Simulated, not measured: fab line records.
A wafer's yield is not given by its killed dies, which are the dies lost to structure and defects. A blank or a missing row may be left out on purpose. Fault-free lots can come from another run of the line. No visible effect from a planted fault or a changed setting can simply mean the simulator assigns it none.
Matching of chambers	flow n5 finfet	4 sister chambers for N5_HKMG_FIN_NWFM_ALD_20 on ald metal-01
The step deposits TiAlC, target thk 2 nm, pulse time 3 s, purge time 2 s. 8 wafers are shown with their chamber, then 11 later ones without.

== WAFERS WITH THEIR CHAMBER ==
wafer	chamber	heater power w (W)	precursor pulse height rel
L082.4	3	475	0.991
L082.5	3	474	0.994
L083.4	2	474	0.993
L084.3	0	532	1.024
L087.1	2	478	1.006
L087.2	0	548	1.014
L087.3	1	489	0.991
L091.2	1	493	0.984

== WAFERS WITHOUT THEIR CHAMBER ==
wafer	heater power w (W)	precursor pulse height rel
L091.3	539	0.995
L091.4	491	1.026
L094.1	497	0.989
L094.4	470	1.012
L094.6	498	1.027
L095.1	541	0.986
L095.4	492	0.968
L095.6	534	1.017
L096.3	544	1.006
L096.4	496	0.995
L096.5	496	0.981

== CHAMBER TAKEN BY EACH ==
wafer	from the rows above	in truth
L091.3	0	0
L091.4	can't be placed: 2 or 3 or 1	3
L094.1	1	1
L094.4	can't be placed: 2 or 3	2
L094.6	can't be placed: 2 or 1 or 3 or 0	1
L095.1	0	0
L095.4	can't be placed: 1 or 3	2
L095.6	0	0
L096.3	0	0
L096.4	can't be placed: 1 or 2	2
L096.5	1	1
6 of 11 placed correctly. From these rows, 5 cannot be placed; in 4 the true chamber is one of the candidates. Placed wrongly: 0.
How it was worked out, from the rows above alone: a wafer's distance from a chamber is the root of the sum, over the readings, of the square of ((its reading less the chamber's mean) divided by the reading's scatter). If the next closest chamber is less than 2 further off than the closest, the wafer can't be placed; otherwise it belongs to the closest. A chamber's mean is the mean of its shown wafers. The scatter is the square root of a quotient: the sum, over the shown wafers, of each reading's squared deviation from its chamber's mean, divided by wafers minus chambers.
